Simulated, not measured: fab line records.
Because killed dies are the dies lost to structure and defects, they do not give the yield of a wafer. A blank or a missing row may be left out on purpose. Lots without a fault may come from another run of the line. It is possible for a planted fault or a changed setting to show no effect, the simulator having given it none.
fab line records	flow n5_finfet
record: lots: 11	wafers: 33	last_day: 17
route steps=1938 shown BEOL_M0@720 PASSIVATION@1925
lots untouched by any fault: they come from a run of this same line in which no faults occurred
start_h: the number of hours between the record's first day and the start of the first shown wafer of the lot	wait_h: hours elapsed since this lot's preceding step	" identical to the entry in the row above	L1.1+2: one row covering several wafers at once	- value missing, or start not given	* or withheld: withheld	< > ~ a bound
route shown NAME@n: a module of which the file shows steps, and the number in the route of the first	usual: mean/standard deviation of fault-free wafers	same: alike in all rows	chamber/n: place in a boat	sites: the reading at each site	_std_site: the values' standard deviation	_edge_site: outer sites' mean less inner sites'	radius_mm: how far each site lies from the wafer's centre	mask NAME#n: copy n	behind: the last tool/chamber to shape the wafer	hold: the reason the lot was held/the length of the hold in hours/how it ended	device: whichever transistor did not switch (one of n, p or np)	end of line: at the end of the route, the tests of the same wafers	where a step has no rows: the recipe by itself	killed: not the wafer's yield, but the dies lost to structure and defects at the first sort	map: shows each die of a wafer: x if killed, . if not, _ if none is there
set.NAME: the run value of the setting; set.NAME@STEP: its run value at that earlier step	model.NAME: the simulator's own value behind a step, which no gauge read
steps of the route over a sample of lots; a table a step, a row a wafer
services: a tool's chamber out of use, with start hour (start_h, from the record's first day; less than 0 if before it), hours out, and reason
== steps ==
step: N5_BEOL_M0_ETCH_128
recipe: chemistry: CF4/N2	target_depth_a: 120	overetch_a: 51	target: SiCN	time_s: 21.4	ion_energy_ev: 150	pressure_mtorr: 40	source_w: 430	bias_w: 70	Ar_flow_sccm: 100	cf4_flow_sccm: 60	n2_flow_sccm: 60
usual: drypump_motor_current_A: 5.5/0.42	oes_product_au: 0.56/0.063	rf_vpp_V: 382.5/1.9	showerhead_plenum_p_Torr: 2.22/0.071	throttle_valve_pct: 15.42/0.23
lot.wafer	tool	chamber	start_h	wait_h	drypump_motor_current_A	oes_product_au	rf_hours_counter_h	rf_vpp_V	showerhead_plenum_p_Torr	throttle_valve_pct
L156.1	rie_diel-06	3	120.25	0.2	4.9	0.67	1	380.8	2.16	15.46
L156.2	"	2	"	"	5.4	0.66	9	385.7	2.35	14.96
L156.4	"	1	"	"	5.3	0.48	183	384.9	2.29	15.72
L158.1	rie_diel-02	2	132.51	0.0	5.7	0.61	28	381.2	2.16	15.34
L158.4	"	1	"	"	6.2	0.54	105	381.9	2.22	15.48
L158.6	"	0	"	"	5.2	0.68	-	379.9	2.17	15.21
L159.1	rie_diel-03	2	142.54	0.2	5.5	0.53	118	385.1	2.31	15.48
L159.3	"	3	"	"	6.2	0.58	65	382.0	2.24	15.21
L159.5	"	2	"	"	5.5	0.54	-	383.5	2.31	15.49
L160.3	rie_diel-02	3	147.08	0.0	5.1	0.59	45	384.6	2.25	15.33
L160.4	"	1	"	"	6.2	0.54	110	382.7	2.22	15.50
L160.6	"	0	"	"	5.2	0.66	-	379.8	2.17	15.24
L163.1	rie_diel-02	1	163.84	0.0	6.1	0.53	115	382.3	2.22	15.51
L163.3	"	2	"	"	5.7	0.60	38	379.1	2.15	15.36
L163.6	"	2	"	"	5.7	0.59	-	381.0	2.15	15.35
L164.2	rie_diel-06	3	167.05	0.0	4.9	0.63	15	380.8	2.16	15.47
L164.5	"	2	"	"	5.4	0.66	-	385.8	2.34	15.00
L164.6	"	1	"	"	5.4	0.48	-	384.5	2.28	15.76
L168.1	rie_diel-06	3	196.08	0.0	4.9	0.62	21	380.4	2.16	15.49
L168.3	"	0	"	"	5.8	0.48	219	381.8	2.18	15.42
L168.4	"	1	"	"	5.4	0.48	204	383.8	2.28	15.78
L173.2	rie_diel-06	0	225.31	0.1	5.8	0.57	230	381.3	2.18	15.42
L173.4	"	3	"	"	5.0	0.60	32	380.7	2.15	15.52
L173.5	"	3	"	"	5.0	0.62	-	381.0	2.15	15.51
L174.1	rie_diel-06	2	229.00	0.0	5.4	0.61	37	384.3	2.34	15.00
L174.4	"	3	"	"	4.9	0.62	33	380.7	2.15	15.51
L174.6	"	3	"	"	4.9	0.62	-	382.3	2.15	15.50
L177.1	rie_diel-03	3	251.27	1.6	6.2	0.56	110	382.8	2.23	15.31
L177.4	"	2	"	"	5.5	0.51	-	384.0	2.29	15.58
L177.5	"	0	"	"	5.4	0.68	-	385.2	2.35	15.07
L178.3	rie_diel-02	2	255.70	1.6	5.8	0.58	75	380.1	2.14	15.43
L178.4	"	0	"	"	5.2	0.62	52	381.4	2.16	15.33
L178.5	"	1	"	"	6.2	0.51	-	383.1	2.21	15.59
step: N5_PASSIVATION_CD_MEAS_44
recipe: target_cd_nm: 40000	landing_energy_ev: 500	detector: se_inlens
usual: cd_nm: 40001/3.9
lot.wafer	tool	chamber	start_h	wait_h	cd_nm
L156.1	cd_sem-01	0	270.62	-	39995
L156.2	"	0	"	"	39998
L156.4	"	0	"	"	40003
L158.1	cd_sem-02	0	280.10	-	39995
L158.4	"	0	"	"	39995
L158.6	"	0	"	"	40001
L159.1	cd_sem-01	0	288.13	-	40005
L159.3	"	0	"	"	40005
L159.5	"	0	"	"	40006
L160.3	cd_sem-01	0	305.78	-	39999
L160.4	"	0	"	"	39995
L160.6	"	0	"	"	40000
L163.1	cd_sem-01	0	314.67	-	39996
L163.3	"	0	"	"	39996
L163.6	"	0	"	"	39999
L164.2	cd_sem-01	0	315.68	-	40001
L164.5	"	0	"	"	39994
L164.6	"	0	"	"	40004
L168.1	cd_sem-02	0	364.79	-	40001
L168.3	"	0	"	"	39996
L168.4	"	0	"	"	40001
L173.2	cd_sem-02	0	375.76	-	39996
L173.4	"	0	"	"	40002
L173.5	"	0	"	"	40005
L174.1	cd_sem-01	0	387.30	-	39999
L174.4	"	0	"	"	40000
L174.6	"	0	"	"	39999
L177.1	cd_sem-01	0	406.07	-	40000
L177.4	"	0	"	"	39996
L177.5	"	0	"	"	39998
L178.3	cd_sem-01	0	407.78	-	40006
L178.4	"	0	"	"	40005
L178.5	"	0	"	"	40005
step: N5_PASSIVATION_OVL_MEAS_66
recipe: points_per_wafer: 44
usual: PASS_OPEN_OVL: -5/5.8
lot.wafer	tool	chamber	start_h	wait_h	PASS_OPEN_OVL[nm]
L156.1	overlay-01	0	270.65	0.0	-4
L156.2	"	0	"	"	1
L156.4	"	0	"	"	-8
L158.1	overlay-01	0	280.13	0.0	-9
L158.4	"	0	"	"	-9
L158.6	"	0	"	"	1
L159.1	overlay-02	0	288.16	0.0	-1
L159.3	"	0	"	"	-6
L159.5	"	0	"	"	-4
L160.3	overlay-02	0	305.81	0.0	1
L160.4	"	0	"	"	-3
L160.6	"	0	"	"	0
L163.1	overlay-02	0	314.73	0.1	-3
L163.3	"	0	"	"	0
L163.6	"	0	"	"	-8
L164.2	overlay-02	0	315.71	0.0	2
L164.5	"	0	"	"	-3
L164.6	"	0	"	"	-10
L168.1	overlay-02	0	364.83	0.0	-7
L168.3	"	0	"	"	-3
L168.4	"	0	"	"	-2
L173.2	overlay-02	0	375.79	0.0	1
L173.4	"	0	"	"	-5
L173.5	"	0	"	"	-11
L174.1	overlay-02	0	387.33	0.0	-6
L174.4	"	0	"	"	2
L174.6	"	0	"	"	-2
L177.1	overlay-02	0	406.10	0.0	10
L177.4	"	0	"	"	3
L177.5	"	0	"	"	3
L178.3	overlay-01	0	407.81	0.0	-10
L178.4	"	0	"	"	-9
L178.5	"	0	"	"	-9
step: N5_PASSIVATION_STRIP_48
recipe: chemistry: O2	power_w: 600	temp_c: 60	pressure_mtorr: 30	rf_frequency_hz: 6e+07	bias_power_w: 0	overash_fraction: 0.5	o2_flow_sccm: 225
usual: drypump_motor_current_A: 5.5/0.42	oes_product_au: 0.80/0.079	rf_vpp_V: 3.7/2.4	showerhead_plenum_p_Torr: 2.10/0.062	throttle_valve_pct: 16.69/0.23
lot.wafer	tool	chamber	start_h	wait_h	drypump_motor_current_A	oes_product_au	rf_hours_counter_h	rf_vpp_V	showerhead_plenum_p_Torr	throttle_valve_pct
L156.1	rie_diel-06	0	271.26	0.1	5.8	0.68	240	3.9	2.07	16.75
L156.2	"	1	"	"	5.3	0.67	225	0.5	2.16	17.00
L156.4	"	2	"	"	5.3	0.87	47	1.0	2.21	16.22
L158.1	rie_diel-06	2	280.74	0.1	5.4	0.87	51	3.7	2.20	16.19
L158.4	"	3	"	"	5.0	0.92	46	6.7	2.04	16.74
L158.6	"	2	"	"	5.4	0.87	-	8.6	2.20	16.22
L159.1	rie_diel-02	2	289.03	0.1	5.8	0.82	89	1.9	2.04	16.83
L159.3	"	0	"	"	5.2	0.86	64	7.7	2.04	16.57
L159.5	"	2	"	"	5.7	0.82	-	0.8	2.04	16.87
L160.3	rie_diel-06	1	306.45	0.1	5.4	0.67	238	3.5	2.15	16.99
L160.4	"	2	"	"	5.4	0.86	-	3.1	2.20	16.24
L160.6	"	1	"	"	5.3	0.66	-	0.6	2.16	17.13
L163.1	rie_diel-03	1	315.52	0.1	6.2	0.92	20	0.6	2.06	16.81
L163.3	"	3	"	"	6.2	0.80	133	6.7	2.12	16.65
L163.6	"	0	"	"	5.4	0.93	-	1.1	2.21	16.30
L164.2	rie_diel-06	1	316.63	0.1	5.3	0.66	242	4.1	2.15	17.07
L164.5	"	3	"	"	4.9	0.86	-	6.8	2.03	16.82
L164.6	"	2	"	"	5.4	0.84	-	6.4	2.20	16.28
L168.1	rie_diel-03	2	365.68	0.1	5.5	0.71	205	3.6	2.14	16.72
L168.3	"	3	"	"	6.2	0.73	153	2.4	2.11	16.69
L168.4	"	0	"	"	5.4	0.89	49	3.0	2.20	16.31
L173.2	rie_diel-02	0	376.40	0.1	5.3	0.79	93	1.5	2.03	16.69
L173.4	"	2	"	"	5.8	0.77	120	5.5	2.03	16.88
L173.5	"	2	"	"	5.8	0.79	-	1.1	2.03	16.93
L174.1	rie_diel-02	0	387.94	0.1	5.2	0.80	96	2.2	2.03	16.53
L174.4	"	1	"	"	6.1	0.70	202	3.4	2.06	16.76
L174.6	"	3	"	"	5.0	0.79	-	1.6	2.11	16.73
L177.1	rie_diel-02	2	406.72	0.1	5.7	0.75	131	5.5	2.03	16.86
L177.4	"	3	"	"	5.0	0.72	140	3.9	2.11	16.80
L177.5	"	2	"	"	5.8	0.75	-	5.0	2.03	16.93
L178.3	rie_diel-06	1	408.42	0.1	5.3	0.97	13	1.4	2.15	16.68
L178.4	"	2	"	"	5.4	0.81	101	1.5	2.19	16.27
L178.5	"	2	"	"	5.4	0.83	-	3.5	2.19	16.32
step: N5_PASSIVATION_PROBE_49
usual: defect_limited_yield: 91.0/1.4	killed_at_M0_to_M3: 35/10	killed_at_M4_up: 13/6	killed_at_contacts: 13/6.4	killed_at_front_end: 42/12	killed_at_other: 3.2/2.4	killed_dies: 107/17	killed_open: 69/13	killed_short: 33/7.3	sort_bin_4_leakage: 0.00/0.022	sort_bin_5_function: 5.3/0.92	sort_bin_6_memory: 3.3/0.66	sort_n_pass: 1073/17	sort_yield_pct: 90.9/1.4
same: gross_dies: 1180	killed_at_back_side: 0	sort_bin_8_speed[%]: 0
lot.wafer	tool	chamber	start_h	wait_h	defect_limited_yield[%]	killed_at_M0_to_M3	killed_at_M4_up	killed_at_contacts	killed_at_front_end	killed_at_other	killed_dies	killed_open	killed_short	sort_bin_4_leakage[%]	sort_bin_5_function[%]	sort_bin_6_memory[%]	sort_n_pass	sort_yield_pct[%]
L159.1	prober-02	-	291.53	0.0	93.1	18	13	4	44	2	81	46	33	0	4.2	2.5	1099	93.1
L159.3	prober-02	-	291.63	0.1	91.4	11	11	29	47	4	102	60	34	0	4.8	3.2	1078	91.4
L159.5	prober-02	-	291.73	0.2	93.2	21	17	8	31	3	80	52	24	0	4.5	1.9	1100	93.2
L160.3	prober-02	-	309.04	0.1	90.8	38	9	12	45	5	109	68	31	0	5.6	3.5	1071	90.8
L160.4	prober-02	-	309.09	0.2	91.3	42	10	11	36	4	103	74	17	0.17	5.3	2.5	1075	91.1
L160.6	prober-02	-	309.19	0.3	90.2	51	8	7	42	8	116	73	37	0	6.4	3.1	1064	90.2
L163.1	prober-01	-	318.02	0.0	91.8	22	11	19	38	7	97	63	27	0	5.1	2.8	1083	91.8
L163.3	prober-01	-	318.12	0.1	77.6	176	18	17	46	7	264	84	37	0	14.0	5.4	916	77.6
L163.6	prober-01	-	318.27	0.3	80.8	178	17	5	25	1	226	50	32	0	11.4	4.2	954	80.8
L164.2	prober-02	-	319.21	0.1	90.2	37	11	17	49	2	116	74	38	0	5.6	3.6	1064	90.2
L164.5	prober-02	-	319.36	0.2	89.7	45	10	8	56	2	121	81	33	0	7.3	2.7	1059	89.7
L164.6	prober-02	-	319.41	0.3	90.3	57	7	15	32	3	114	66	40	0	6.4	3.0	1066	90.3
L168.1	prober-02	-	369.26	0.3	88.9	29	30	19	51	2	131	83	44	0	6.5	4.1	1049	88.9
L168.3	prober-02	-	369.36	0.4	90.9	49	26	12	18	2	107	76	29	0	5.8	3.1	1073	90.9
L168.4	prober-02	-	369.41	0.5	91.1	26	28	11	33	7	105	80	21	0	6.3	2.5	1075	91.1
killed by level:class
L159.1 FIN_SAQP:geometric_particle:short=15 FIN_SAQP:geometric_particle:open=8 STI_FIN_REVEAL:geometric_particle:open=7 MOL_CONTACT_COAG:geometric_particle:open=4 BEOL_M4:geometric_particle:open=4 BEOL_M0_SAQP:geometric_particle:short=3 BEOL_M0:geometric_particle:open=3 BEOL_M1:geometric_particle:short=3
L159.3 MOL_CONTACT_COAG:geometric_particle:open=25 FIN_SAQP:geometric_particle:short=11 FIN_SAQP:geometric_particle:open=6 STI_FIN_REVEAL:geometric_particle:open=4 PASS1_CAP:geometric_particle:short=4 STARTING-WAFER:geometric_particle:short=4 ILD0:geometric_particle:open=3 GATE_CUT:geometric_particle:open=3
L159.5 MOL_CONTACT_COAG:geometric_particle:open=7 FIN_SAQP:geometric_particle:short=6 FIN_SAQP:geometric_particle:open=5 STI_FIN_REVEAL:geometric_particle:open=5 BEOL_M3:geometric_particle:open=5 BEOL_M1:geometric_particle:open=4 GATE_CUT:geometric_particle:short=4 BEOL_M2:geometric_particle:open=4
L160.3 STI_FIN_REVEAL:geometric_particle:open=16 MOL_CONTACT_COAG:geometric_particle:open=9 FIN_SAQP:geometric_particle:open=8 BEOL_M2:geometric_particle:open=8 FIN_SAQP:geometric_particle:short=6 BEOL_M1:geometric_particle:open=5 BEOL_M2:geometric_particle:short=5 GATE_CUT:geometric_particle:open=4
L160.4 STI_FIN_REVEAL:geometric_particle:open=11 MOL_CONTACT_COAG:geometric_particle:open=10 BEOL_M1:geometric_particle:open=10 BEOL_M0_SAQP:geometric_particle:open=9 HKMG_FIN:area_etch=9 FIN_SAQP:geometric_particle:open=5 BEOL_M0_SAQP:geometric_particle:short=5 BEOL_M0:geometric_particle:open=5
L160.6 BEOL_M0_SAQP:geometric_particle:open=17 FIN_SAQP:geometric_particle:open=12 BEOL_M3:geometric_particle:open=9 BEOL_M1:geometric_particle:open=9 FIN_SAQP:geometric_particle:short=7 MOL_CONTACT_COAG:geometric_particle:open=6 BEOL_M3:geometric_particle:short=6 BEOL_M0_SAQP:geometric_particle:short=5
L163.1 FIN_SAQP:geometric_particle:open=18 MOL_CONTACT_COAG:geometric_particle:open=14 FIN_SAQP:geometric_particle:short=6 BEOL_M3:geometric_particle:open=6 STI_FIN_REVEAL:geometric_particle:open=4 BEOL_M0_SAQP:geometric_particle:short=4 STARTING-WAFER:geometric_particle:short=4 MOL_CONTACT_COAG:geometric_particle:short=3
L163.3 BEOL_M0:unspecified=135 FIN_SAQP:geometric_particle:open=12 MOL_CONTACT_COAG:geometric_particle:open=12 FIN_SAQP:geometric_particle:short=11 BEOL_M1:geometric_particle:open=9 BEOL_M0:geometric_particle:open=6 BEOL_M0_SAQP:geometric_particle:short=5 BEOL_M2:geometric_particle:open=5
L163.6 BEOL_M0:unspecified=143 BEOL_M0_SAQP:geometric_particle:short=10 BEOL_M0_SAQP:geometric_particle:open=8 BEOL_M3:geometric_particle:open=6 GATE_CUT:geometric_particle:open=5 BEOL_M5:geometric_particle:open=5 MOL_CONTACT_COAG:geometric_particle:open=4 BEOL_M4:geometric_particle:open=4
L164.2 MOL_CONTACT_COAG:geometric_particle:open=16 STI_FIN_REVEAL:geometric_particle:open=13 BEOL_M0_SAQP:geometric_particle:open=10 STI_FIN_REVEAL:geometric_particle:short=8 BEOL_M0_SAQP:geometric_particle:short=8 FIN_SAQP:geometric_particle:open=7 GATE_CUT:geometric_particle:short=5 BEOL_M3:geometric_particle:open=5
L164.5 BEOL_M0_SAQP:geometric_particle:open=11 STI_FIN_REVEAL:geometric_particle:open=11 FIN_SAQP:geometric_particle:open=10 DUMMY_GATE:geometric_particle:open=9 BEOL_M3:geometric_particle:open=9 BEOL_M2:geometric_particle:open=7 MOL_CONTACT_COAG:geometric_particle:open=6 FIN_SAQP:geometric_particle:short=5
L164.6 BEOL_M0_SAQP:geometric_particle:short=16 BEOL_M3:geometric_particle:open=16 BEOL_M0_SAQP:geometric_particle:open=10 BEOL_M2:geometric_particle:open=8 MOL_CONTACT_COAG:geometric_particle:open=7 FIN_SAQP:geometric_particle:open=6 STI_FIN_REVEAL:geometric_particle:open=5 FIN_SAQP:geometric_particle:short=4
L168.1 STI_FIN_REVEAL:geometric_particle:open=14 MOL_CONTACT_COAG:geometric_particle:open=14 BEOL_M4:geometric_particle:open=13 FIN_SAQP:geometric_particle:short=9 STI_FIN_REVEAL:geometric_particle:short=8 FIN_SAQP:geometric_particle:open=8 BEOL_M3:geometric_particle:open=7 BEOL_M2:geometric_particle:open=6
L168.3 BEOL_M0_SAQP:geometric_particle:open=12 MOL_CONTACT_COAG:geometric_particle:open=11 BEOL_M3:geometric_particle:open=11 BEOL_M4:geometric_particle:open=9 BEOL_M0_SAQP:geometric_particle:short=8 BEOL_M2:geometric_particle:open=7 BEOL_M5:geometric_particle:open=7 BEOL_M1:geometric_particle:open=6
L168.4 STI_FIN_REVEAL:geometric_particle:open=13 BEOL_M4:geometric_particle:open=13 BEOL_M3:geometric_particle:open=8 MOL_CONTACT_COAG:geometric_particle:open=7 BEOL_M2:geometric_particle:open=7 BEOL_M1:geometric_particle:open=5 GATE_CUT:geometric_particle:open=5 BEOL_M7:geometric_particle:open=4
== services ==
tool	chamber	start_h	hours	kind
rie_diel-06	3	100.73	-	clean
rie_diel-06	3	100.73	-	consumable_replace:focus_ring
rie_diel-06	3	100.73	17.1	scheduled_down
rie_diel-06	3	100.73	17.1	vent_cycle
rie_diel-06	1	126.45	1.2	repair
rie_diel-06	-	178.23	14.6	pm
rie_diel-06	2	210.88	4.2	repair
rie_diel-06	-	246.45	15.6	pm
rie_diel-03	1	272.43	3.8	repair
rie_diel-06	0	299.85	-	clean
rie_diel-06	0	299.85	-	consumable_replace:esc
rie_diel-06	0	299.85	-	consumable_replace:focus_ring
rie_diel-06	0	299.85	24.4	scheduled_down
rie_diel-06	0	299.85	24.4	vent_cycle
rie_diel-06	1	325.72	3.3	repair
rie_diel-06	0	334.10	3.4	repair
rie_diel-06	3	336.91	10.0	repair
rie_diel-06	1	347.05	-	clean
rie_diel-06	-	351.65	0.6	repair
rie_diel-03	1	356.01	2.6	repair
rie_diel-03	1	368.38	5.3	repair
rie_diel-03	2	373.09	17.8	repair
rie_diel-02	0	379.52	4.8	repair
rie_diel-02	-	379.68	0.7	repair
== key ==
first_sign: step: N5_PASSIVATION_PROBE_49	reading: killed_at_M0_to_M3	direction: up	sigmas: 14	usual: 35	struck: 177
effect: step: N5_PASSIVATION_PROBE_49	reading: killed_dies	direction: up	sigmas: 8.4	usual: 107	struck: 245
more_kills_born_at: N5_BEOL_M0_ETCH_128@rie_diel-02: 278
met_at N5_BEOL_M0_ETCH_128
struck_lots L163
struck_wafers L163.3,L163.6
not_acting_at N5_PASSIVATION_CD_MEAS_44,N5_PASSIVATION_OVL_MEAS_66,N5_PASSIVATION_STRIP_48
onset_between 132.51 163.84
fault: kind: chamber_particle_source	tool: rie_diel-02	chamber: 2	onset_h: 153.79	steps: N5_BEOL_M0_ETCH_128	rate_per_visit_cm2: 1.3004	end_h: 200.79
